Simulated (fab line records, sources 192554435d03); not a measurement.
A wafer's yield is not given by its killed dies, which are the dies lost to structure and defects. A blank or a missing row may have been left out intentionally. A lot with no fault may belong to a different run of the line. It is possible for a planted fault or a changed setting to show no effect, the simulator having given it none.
Code-filled problem report in 8D (eight disciplines) form :: flow n5-finfet :: the parts of the form that need people (team, actions taken, sign-off) are left out

## 1. WHAT WENT WRONG
cd-nm at N5_GATE_CUT_CD_MEAS_13 reads a mean of 25.75 nm on 6 wafers of 2 lots; wafers without a fault read 19.95 nm with a standard deviation of 0.29. Relative to the usual mean, that is a shift of +20 standard deviations.
The step: target cd 20 nm.
First observed at day 5 15:01: wafer L378.3, on cd-sem-01. At this step, 39 wafers from 13 lots have a number in the record. By rule, "out" or "out of limits" means more than 4 standard deviations away from the usual mean. The other wafers with a number count as sound.

## 2. WHAT IT IS, AND WHAT IT ISN'T
question: which readings at this step
is: cd-nm
is not: -

question: which lots
is: L378, L379
is not: L374, L375, L376, L377, L380, L381, L388, L391, L392, L393, L394

question: which wafers of those lots
is: all that have a number
is not: -

question: read on which gauges
is: cd-sem-01, cd-sem-02
is not: cd-sem-03

question: when
is: from day 5 15:01
is not: up to then (12 sound wafers); but 21 sound wafers of L380, L381, L388, L391, L392, L393, L394 came after

## 3. SUSPECTS, AND WHAT RULES EACH OUT
Counting: a tool at a process step up to the reading stays a suspect if it ran every lot that is out and no sound lot after the first of them.
- the gauge at N5_GATE_CUT_CD_MEAS_13 has been ruled out. Those wafers that are out were read across 2 gauges (cd-sem-01, cd-sem-02).
- rie-metal-01 at N5_GATE_CUT_ETCHBACK_30 (etches TiN in Cl2/Ar, target depth 3 nm): ruled out as a lasting fault. After its first lot that is out, L378 (day 5 11:40), sound lots L381, L391, L393 ran on it.
- rie-metal-01 at N5_GATE_CUT_VAPOR_ETCH_60 (etches HfO2 in BCl3/Cl2): ruled out as a lasting fault. After its first lot that is out, L378 (day 5 11:42), sound lots L381, L391, L393 ran on it.
- euv-scanner-02 at N5_GATE_CUT_EXPOSE_10 (exposes mask GATE CUT, target cd 20 nm): kept. It ran every lot that is out, first L378 (day 5 14:53), and no sound lot after that; its last sound lot up to then is L377 (day 5 11:32). Its own exposure-dose-mJ-cm2 readings are out on those wafers.
The count leaves euv-scanner-02 at N5_GATE_CUT_EXPOSE_10.

## 4. THE CAUSE (what the simulator had put in)
Drift in process parameters on euv-scanner-02 at N5_GATE_CUT_EXPOSE_10, starting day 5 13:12. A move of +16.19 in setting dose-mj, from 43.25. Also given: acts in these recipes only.
Only this tool survived the counting.

## 5. THE CHAIN OF EFFECTS, in route order
Each row: a reading whose mean over the struck wafers that have a number lies more than 3 standard deviations from the usual. Only readings for which the record gives a usual standard deviation are gone through. hours: the time from each lot's start at the first step in this table that gives one to its start at this step, as a median over the lots. sigmas: the change in usual standard deviations.
hours: 0
step: N5_GATE_CUT_EXPOSE_10
reading: exposure-dose-mJ-cm2
usual: 43.22
on struck wafers: 57.73
change: +14.52
sigmas: +99 or more

hours: 0
step: N5_GATE_CUT_CD_MEAS_13
reading: cd-nm
usual: 19.95 nm
on struck wafers: 25.75
change: +5.80
sigmas: +20
The process steps in it:
- N5_GATE_CUT_EXPOSE_10: exposes mask GATE CUT, target cd 20 nm.
At these later measuring or inspecting steps, every struck wafer for which the step has a row has a number for every such reading, and none has moved that far: N5_GATE_CUT_INSPECT_15.

## 6. WHAT WOULD HAVE CAUGHT IT SOONER
The first out-of-limits reading at a measuring or inspecting step in this record came at day 5 15:01, 2 hours after the fault's start at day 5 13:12.
At N5_GATE_CUT_EXPOSE_10, the tool's own readings (exposure-dose-mJ-cm2) were out on each struck wafer the step has a row for, so an alarm limit on them would have fired on the first such wafer.
Lots out: 2; of these, L379 started N5_GATE_CUT_EXPOSE_10 on euv-scanner-02 after day 5 15:01. Holding the tool at that time would have saved it.
